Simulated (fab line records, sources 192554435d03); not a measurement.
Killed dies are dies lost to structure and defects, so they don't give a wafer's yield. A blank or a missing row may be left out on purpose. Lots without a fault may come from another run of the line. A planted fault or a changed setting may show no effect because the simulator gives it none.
fab line records | flow n5_finfet
record lots=5 wafers=15 last_day=18
route steps=1938 shown WELL_APT@21 PMOS_HMC_CHANNEL_EPI@57 BEOL_M4@1111 PASSIVATION@1936
lots that met no fault: from a run of the same line without faults
start_h: hours from the record's first day to the start of the lot's first wafer shown | wait_h: hours since the lot's step before | " the same as in the row above | L1.1+2: a row that stands for several wafers | - no value, or no start given | * or withheld: withheld | < > ~ a bound
route shown NAME@n: a module of which the file shows steps, and the number in the route of the first | usual: mean/standard deviation of fault-free wafers | same: alike in all rows | chamber/n: place in a boat | sites: the reading at each site | _std_site: their standard deviation | _edge_site: outer sites' mean less inner sites' | radius_mm: how far each site lies from the wafer's centre | mask NAME#n: copy n | behind: the tool/chamber that last shaped the wafer | hold: why the lot was held/for how many hours/how that ended | device: the transistor (n, p or np) that didn't switch | end of line: the same wafers' tests at the end of the route | a step without rows: its recipe alone | killed: dies lost to structure and defects at the first sort, not the wafer's yield | map: a wafer's dies, x killed, . not, _ none there
set.NAME: the setting as run; set.NAME@STEP: as run at that earlier step | model.NAME: the simulator's own value behind a step, which no gauge read
lots at some steps of the route; a table a step, a row a wafer
services: from which hour (start_h, from the record's first day; less than 0 if before it) a tool's chamber was out of use, for how many hours, and why
## steps
# step N5_WELL_APT_COAT_02
# recipe spin_rpm=1357 resist_thk_nm=950
# step N5_WELL_APT_EBR_04
# recipe solvent=PGMEA ebr_width_mm=1.5
# step N5_WELL_APT_SOFTBAKE_03
# recipe temp_c=130 time_s=60
# step N5_WELL_APT_EXPOSE_05
# recipe mask_id=NWELL na=0.8 source_shape=conventional sigma_outer=0.8 polarization=unpolarized defocus_nm=0 target_cd_nm=200 dose_mj=20.3
# step N5_WELL_APT_PEB_06
# recipe peb_temp_c=130 peb_time_s=90
# step N5_WELL_APT_DEVELOP_07
# recipe develop_time_s=45 rinse_liquid=surfactant_rinse dry=air_spin dev_temp_c=21
# step N5_WELL_APT_HARDBAKE_12
# recipe temp_c=130 time_s=120
# step N5_WELL_APT_DESCUM_13
# recipe chemistry=O2 time_s=7.9 source_power_w=50 bias_power_w=20 pressure_mtorr=20 rf_frequency_hz=2.712e+07 temp_c=40 o2_flow_sccm=225
# step N5_WELL_APT_IMPLANT_14
# recipe species=P energy_kev=160 dose_cm2=1.5e+13 tilt_deg=0 rotation_deg=0
# step N5_WELL_APT_IMPLANT_15
# recipe species=As energy_kev=25 dose_cm2=1.5e+13 tilt_deg=0 rotation_deg=0
# usual dose_ions_cm2=1.4999e+13/1.6e+10 faraday_current_uA=190/3.9 rotation_deg=0.003/0.02
# columns lot.wafer tool chamber start_h wait_h dose_ions_cm2 faraday_current_uA rotation_deg
L374.1 implanter-01 0 20.36 0.1 1.4998e+13 191 0.015
L374.2 " 0 " " 1.5008e+13 192 0.025
L374.5 " 0 " " 1.5011e+13 198 -0.019
L384.1 implanter-01 0 80.35 0.1 2.1201e+13 272 -0.016
L384.3 " 0 " " 2.1169e+13 266 0.006
L384.5 " 0 " " 2.1209e+13 267 -0.021
L386.3 implanter-01 0 92.18 0.1 2.1196e+13 273 0.014
L386.4 " 0 " " 2.12e+13 273 0.004
L386.5 " 0 " " 2.1199e+13 261 0.008
L388.1 implanter-01 0 104.20 0.1 2.1183e+13 264 -0.010
L388.2 " 0 " " 2.1179e+13 266 -0.018
L388.6 " 0 " " 2.1191e+13 275 -0.016
L396.1 implanter-02 0 152.09 0.1 1.5004e+13 187 0.001
L396.2 " 0 " " 1.4985e+13 186 -0.001
L396.3 " 0 " " 1.4999e+13 189 0.034
# step N5_WELL_APT_STRIP_16
# recipe chemistry=SPM time_s=900 temp_c=130 h2so4_h2o2_vol_ratio=4 dry=ipa_marangoni
# step N5_WELL_APT_HMDS_18
# recipe time_s=60 temp_c=120
# step N5_WELL_APT_COAT_19
# recipe spin_rpm=1357 resist_thk_nm=950
# step N5_WELL_APT_EBR_21
# recipe solvent=PGMEA ebr_width_mm=1.5
# step N5_WELL_APT_SOFTBAKE_20
# recipe temp_c=130 time_s=60
# step N5_WELL_APT_EXPOSE_22
# recipe mask_id=PWELL na=0.8 source_shape=conventional sigma_outer=0.8 polarization=unpolarized defocus_nm=0 target_cd_nm=200 dose_mj=23.2
# step N5_WELL_APT_PEB_23
# recipe peb_temp_c=130 peb_time_s=90
# step N5_WELL_APT_DEVELOP_24
# recipe develop_time_s=45 rinse_liquid=surfactant_rinse dry=air_spin dev_temp_c=21
# step N5_WELL_APT_HARDBAKE_29
# recipe temp_c=130 time_s=120
# step N5_WELL_APT_DESCUM_30
# recipe chemistry=O2 time_s=7.9 source_power_w=50 bias_power_w=20 pressure_mtorr=20 rf_frequency_hz=2.712e+07 temp_c=40 o2_flow_sccm=225
# step N5_WELL_APT_IMPLANT_31
# recipe species=B energy_kev=60 dose_cm2=1.5e+13 tilt_deg=0 rotation_deg=0
# step N5_WELL_APT_IMPLANT_32
# recipe species=BF2 energy_kev=50 dose_cm2=2e+13 tilt_deg=0 rotation_deg=0
# step N5_WELL_APT_STRIP_33
# recipe chemistry=SPM time_s=900 temp_c=130 h2so4_h2o2_vol_ratio=4 dry=ipa_marangoni
# step N5_WELL_APT_RTA_34
# recipe temp_c=1000 time_s=10 ambient=N2 idle_temp_c=600 ramp_up_c_per_s=150 ramp_down_c_per_s=60 cool_to_c=600
# step N5_WELL_APT_OXIDE_STRIP_42
# recipe chemistry=dHF dilution=25:1 time_s=45 temp_c=25 target=SiO2 target_depth_a=120
# step N5_WELL_APT_PRECLEAN_36
# recipe chemistry=O3/DIW time_s=45 temp_c=22 o3_ppm=10
# step N5_WELL_APT_PRECLEAN_39
# recipe chemistry=dHF time_s=60 dilution=150:1 temp_c=25
# step N5_WELL_APT_SRD_37
# recipe dry=ipa_marangoni do_ppb=5 time_s=30 temp_c=23 rinse_liquid=diw
# step N5_WELL_APT_EPI_41
# recipe material=Si target_thk_a=500 temp_c=650 precursor=SiH4/H2 pressure_torr=20 time_s=297.7
# step N5_PMOS_HMC_CHANNEL_EPI_HM_DEP_34
# recipe material=SiO2 target_thk_a=360 temp_c=400 precursor=TEOS/O2 pressure_torr=6.5 rf_w=900 teos_flow_sccm=161.4 gas=O2 flow_sccm=2650 time_s=6.9
# step N5_PMOS_HMC_CHANNEL_EPI_COAT_31
# recipe resist=BARC temp_c=205 time_s=60 spin_rpm=1500 resist_thk_nm=66
# step N5_PMOS_HMC_CHANNEL_EPI_COAT_03
# recipe resist=CAR-ArF-block spin_rpm=1500 resist_thk_nm=205
# step N5_PMOS_HMC_CHANNEL_EPI_EBR_05
# recipe solvent=PGMEA ebr_width_mm=1.5
# step N5_PMOS_HMC_CHANNEL_EPI_SOFTBAKE_04
# recipe temp_c=110 time_s=60 resist=CAR-ArF-block
# step N5_PMOS_HMC_CHANNEL_EPI_EXPOSE_06
# recipe mask_id=PMOS_HMC_BLK na=1.35 source_shape=conventional sigma_outer=0.8 polarization=unpolarized target_cd_nm=240 dose_mj=41
# step N5_BEOL_M4_RC_MEAS_101
# usual CJ_P=5.75/0.23 DIBL_N=36.9/1.7 DIBL_P=36.7/2.1 IOFF_N=0.17/0.032 IOFF_P=0.22/0.036 IOFF_P_LONG=0.000106/1.1e-05 ION_N=674/12 ION_P=461/7 SS_N=71.7/0.6 SS_P=73.4/0.67 VT_N=249/3.1 VT_P=-250/3.2
# columns lot.wafer tool chamber start_h wait_h CJ_P DIBL_N[mV/V] DIBL_P[mV/V] IOFF_N[nA/um] IOFF_P[nA/um] IOFF_P_LONG[nA/um] ION_N[uA/um] ION_P[uA/um] SS_N[mV/dec] SS_P[mV/dec] VT_N[mV] VT_P[mV]
L374.1 prober-02 0 192.00 0.0 5.71 38.1 38.8 0.19 0.24 0.000103 673 457 72.0 73.6 246 -249
L374.2 " 0 " " 5.67 36.9 36.1 0.16 0.19 0.000102 673 454 71.5 73.8 251 -251
L374.5 " 0 " " 5.82 39.1 38.6 0.21 0.24 0.000105 684 464 71.9 73.2 246 -247
L384.1 prober-01 0 231.77 0.0 7.00 38.4 37.1 0.21 0.25 0.00015 687 463 72.9 73.5 247 -246
L384.3 " 0 " " 7.12 37.7 35.4 0.18 0.23 0.000156 672 461 72.1 72.8 251 -247
L384.5 " 0 " " 6.87 36.0 33.8 0.16 0.19 0.000143 673 455 71.8 72.2 251 -251
L386.3 prober-02 0 249.97 0.3 6.85 36.7 36.1 0.15 0.17 0.000128 676 454 71.7 72.7 249 -254
L386.4 " 0 " " 6.88 37.2 37.5 0.16 0.18 0.000128 674 451 72.1 74.0 248 -253
L386.5 " 0 " " 6.43 37.8 38.3 0.19 0.21 0.000111 682 455 71.6 73.4 246 -253
L388.1 prober-01 0 257.08 0.0 7.01 35.7 33.7 0.15 0.19 0.000146 678 460 71.1 72.7 247 -250
L388.2 " 0 " " 6.96 37.6 37.8 0.20 0.26 0.000148 681 470 71.9 73.8 247 -246
L388.6 " 0 " " 7.01 38.5 37.3 0.21 0.25 0.000147 681 461 71.8 73.7 245 -246
L396.1 prober-01 0 311.87 0.0 5.93 38.3 38.6 0.16 0.23 0.000109 664 460 71.9 73.7 253 -250
L396.2 " 0 " " 5.45 39.1 38.7 0.19 0.25 0.000103 687 477 72.6 73.6 248 -248
L396.3 " 0 " " 5.72 38.0 37.7 0.15 0.22 0.000105 659 457 71.8 73.3 252 -251
# step N5_PASSIVATION_PROBE_49
# usual defect_limited_yield=91.7/1.5 killed_at_M0_to_M3=32/9.6 killed_at_M4_up=13/5.3 killed_at_contacts=12/6.8 killed_at_front_end=36/9.8 killed_at_other=4/3.1 killed_dies=98/17 killed_open=65/13 killed_short=32/8.5 sort_bin_5_function=4.9/0.93 sort_bin_6_memory=3.2/0.67 sort_n_pass=1082/17 sort_yield_pct=91.7/1.4
# same gross_dies=1180 killed_at_back_side=0 sort_bin_4_leakage[%]=0 sort_bin_8_speed[%]=0
# columns lot.wafer tool chamber start_h wait_h defect_limited_yield[%] killed_at_M0_to_M3 killed_at_M4_up killed_at_contacts killed_at_front_end killed_at_other killed_dies killed_open killed_short sort_bin_5_function[%] sort_bin_6_memory[%] sort_n_pass sort_yield_pct[%]
L374.1 prober-02 - 288.27 0.0 91.9 50 5 5 31 4 95 54 41 4.7 3.0 1085 91.9
L374.2 prober-02 - 288.32 0.1 92.0 40 7 6 37 4 94 63 30 4.5 3.2 1086 92.0
L374.5 prober-02 - 288.47 0.2 93.6 41 11 4 17 3 76 48 28 4.2 1.9 1104 93.6
L386.3 prober-02 - 351.48 0.1 90.5 45 18 4 42 3 112 69 42 6.0 2.9 1068 90.5
L386.4 prober-02 - 351.53 0.2 92.1 39 18 5 29 2 93 65 24 5.1 2.6 1087 92.1
L386.5 prober-02 - 351.58 0.2 90.0 43 22 6 39 8 118 75 41 5.7 3.8 1062 90.0
L396.1 prober-02 - 422.46 0.0 94.8 16 10 3 31 1 61 35 24 2.5 2.2 1119 94.8
L396.2 prober-02 - 422.51 0.1 94.3 25 9 11 20 2 67 43 24 3.2 2.2 1113 94.3
L396.3 prober-02 - 422.56 0.1 93.0 32 12 14 19 6 83 64 18 4.1 2.6 1097 93.0
# killed by level:class
L374.1 BEOL_M3:geometric_particle:open=14 BEOL_M0_SAQP:geometric_particle:short=10 BEOL_M3:geometric_particle:short=7 BEOL_M0_SAQP:geometric_particle:open=6 FIN_SAQP:geometric_particle:short=5 FIN_SAQP:geometric_particle:open=5 GATE_CUT:geometric_particle:short=5 BEOL_M2:geometric_particle:open=5
L374.2 BEOL_M0_SAQP:geometric_particle:open=12 FIN_SAQP:geometric_particle:open=9 BEOL_M0_SAQP:geometric_particle:short=7 MOL_CONTACT_COAG:geometric_particle:open=6 FIN_SAQP:geometric_particle:short=5 DUMMY_GATE:geometric_particle:open=5 GATE_CUT:geometric_particle:short=5 BEOL_M1:geometric_particle:open=5
L374.5 BEOL_M0_SAQP:geometric_particle:open=8 BEOL_M3:geometric_particle:open=8 BEOL_M0_SAQP:geometric_particle:short=6 BEOL_M3:geometric_particle:short=6 BEOL_M4:geometric_particle:open=5 MOL_CONTACT_COAG:geometric_particle:open=4 BEOL_M0:geometric_particle:short=4 FIN_SAQP:geometric_particle:open=3
L386.3 BEOL_M0_SAQP:geometric_particle:open=15 BEOL_M0_SAQP:geometric_particle:short=13 STI_FIN_REVEAL:geometric_particle:open=12 FIN_SAQP:geometric_particle:short=10 FIN_SAQP:geometric_particle:open=6 BEOL_M1:geometric_particle:open=6 BEOL_M4:geometric_particle:open=6 BEOL_M8:geometric_particle:open=6
L386.4 BEOL_M0_SAQP:geometric_particle:open=12 FIN_SAQP:geometric_particle:open=11 BEOL_M4:geometric_particle:open=10 FIN_SAQP:geometric_particle:short=9 BEOL_M0_SAQP:geometric_particle:short=6 BEOL_M3:geometric_particle:open=6 MOL_CONTACT_COAG:geometric_particle:open=5 BEOL_M2:geometric_particle:open=5
L386.5 STI_FIN_REVEAL:geometric_particle:open=15 BEOL_M0_SAQP:geometric_particle:short=10 BEOL_M4:geometric_particle:open=8 BEOL_M2:geometric_particle:open=6 BEOL_M0_SAQP:geometric_particle:open=6 BEOL_M1:geometric_particle:open=6 BEOL_M3:geometric_particle:open=6 FIN_SAQP:geometric_particle:short=5
L396.1 ILD0:geometric_particle:short=8 BEOL_M0_SAQP:geometric_particle:short=6 BEOL_M4:geometric_particle:open=6 FIN_SAQP:geometric_particle:open=5 STARTING-WAFER:geometric_particle:open=5 ILD0:geometric_particle:open=4 MOL_CONTACT_COAG:geometric_particle:open=3 BEOL_M1:geometric_particle:open=3
L396.2 MOL_CONTACT_COAG:geometric_particle:open=8 BEOL_M2:geometric_particle:open=7 GATE_CUT:geometric_particle:short=4 BEOL_M1:geometric_particle:open=4 MOL_CONTACT_COAG:geometric_particle:short=3 BEOL_M0_SAQP:geometric_particle:short=3 BEOL_M0:geometric_particle:open=3 BEOL_M1:geometric_particle:short=3
L396.3 MOL_CONTACT_COAG:geometric_particle:open=14 BEOL_M2:geometric_particle:open=11 BEOL_M1:geometric_particle:open=6 BEOL_M3:geometric_particle:open=6 BEOL_M4:geometric_particle:open=6 BEOL_M0_SAQP:geometric_particle:short=5 FIN_SAQP:geometric_particle:short=4 GATE_CUT:geometric_particle:open=4
## services
# columns tool chamber start_h hours kind
implanter-02 - 47.37 3.0 pm
implanter-02 - 91.78 0.7 repair
implanter-01 - 149.76 3.4 repair
## key
first_sign step=N5_WELL_APT_IMPLANT_15 reading=dose_ions_cm2 direction=up sigmas=99+ usual=1.4999e+13 struck=2.1192e+13
effect step=N5_WELL_APT_IMPLANT_15 reading=faraday_current_uA direction=up sigmas=20 usual=190 struck=269
effect step=N5_BEOL_M4_RC_MEAS_101 reading=CJ_P direction=up sigmas=5.1 usual=5.75 struck=6.90
effect step=N5_BEOL_M4_RC_MEAS_101 reading=IOFF_P_LONG direction=up sigmas=3.1 usual=0.000106 struck=0.00014 wafers_moved=8
met_at N5_WELL_APT_IMPLANT_15
struck_wafers L384.1,L384.3,L384.5,L386.3,L386.4,L386.5,L388.1,L388.2,L388.6
onset_between 20.36 80.35
fault kind=process_parameter_drift tool=implanter-01 chamber=- onset_h=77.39 steps=N5_WELL_APT_IMPLANT_15 channel=dose_cm2 offset=6.1853e+12 shape=step end_h=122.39 acts_in=these_recipes_only stated=1.5e+13
